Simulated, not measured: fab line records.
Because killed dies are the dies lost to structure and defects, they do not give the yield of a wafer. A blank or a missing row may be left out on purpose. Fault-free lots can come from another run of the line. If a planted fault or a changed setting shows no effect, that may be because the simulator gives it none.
2 desks looking at one fault    flow n5-finfet    only its own numbers are on each desk; what lay behind them is given at the end

## THE TOOL OWNER'S DESK: litho-track-01
The tool's own readings at N5_GATE_CUT_COAT_34 (time 60 s, resist thk 60 nm): means of the sampled wafers that have a number, for each lot that ran on this tool. Any lot whose mean is over 4 standard deviations away from the usual mean is out of limits and marked OUT; that distance is given in the brackets.
Columns: A = spin-speed-rpm at N5_GATE_CUT_COAT_34, usual 1499.8 rpm
lot   first seen here  A
L790  day 6 05:38      1500.5
L792  day 6 15:29      1500.1
L794  day 7 04:26      1410.6 (-89) OUT
L797  day 7 22:55      1410.5 (-89) OUT
L798  day 8 04:59      1410.5 (-89) OUT
This desk finds L794, L797, L798 out of limits, L794 being first, at day 7 04:26 (spin-speed-rpm at N5_GATE_CUT_COAT_34). L790, L792: within limits.

## AT THE METROLOGY DESK
Means of the sampled wafers that have a number, per lot and without regard to the tool the lot ran on: this is what the gauges read. Any lot whose mean is over 4 standard deviations away from the usual mean is out of limits and marked OUT; that distance is given in the brackets. Of its 11 readings 7 are shown: those that lie furthest out on some lot.
Columns: A = DIBL_P at N5_BEOL_M4_RC_MEAS_101, usual 37.0 mV/V; B = IOFF_P at N5_BEOL_M4_RC_MEAS_101, usual 0.22 nA/um; C = ION_N at N5_BEOL_M4_RC_MEAS_101, usual 673 uA/um; D = ION_P at N5_BEOL_M4_RC_MEAS_101, usual 462 uA/um; E = SS_P at N5_BEOL_M4_RC_MEAS_101, usual 73.4 mV/dec; F = VT_N at N5_BEOL_M4_RC_MEAS_101, usual 250 mV; G = VT_P at N5_BEOL_M4_RC_MEAS_101, usual -250 mV
lot   first seen here  A     B     C    D    E     F    G
L788  day 5 17:17      36.1  0.18  665  453  73.0  252  -254
L790  day 6 06:02      36.5  0.21  672  466  73.1  250  -248
L792  day 6 15:52      36.3  0.26  674  474  72.7  247  -243
L794  day 7 04:42      37.3  0.22  684  467  73.5  248  -250
L796  day 7 17:47      36.5  0.20  669  463  73.8  252  -252
L797  day 7 23:11      37.7  0.21  673  459  74.3  249  -254
L798  day 8 05:14      40.0  0.28  691  480  73.7  244  -245
L802  day 9 04:12      38.1  0.22  678  461  72.9  248  -251
L804  day 9 16:24      36.8  0.26  680  468  73.5  249  -248
L805  day 10 02:53     37.9  0.23  677  465  73.2  249  -252
This desk's verdict: no lot among the 10 shows anything out of limits.

## ALL TOGETHER
The tool owner's desk could have raised an alarm at day 7 04:26, on L794, L797, L798.
The metrology desk saw nothing out of limits.
The metrology desk has L794, L797, L798 on record, within its limits.
The lots listed all ran N5_GATE_CUT_COAT_34 on litho-track-01.

## WHAT THE SIMULATOR HAD INSERTED
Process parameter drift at N5_GATE_CUT_COAT_34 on litho-track-01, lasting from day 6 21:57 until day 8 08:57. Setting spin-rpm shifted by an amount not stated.
Lots struck among those shown: L794, L797, L798.
How many hours passed from the start of the fault until each desk's first out-of-limits reading: the tool owner's desk, 6.
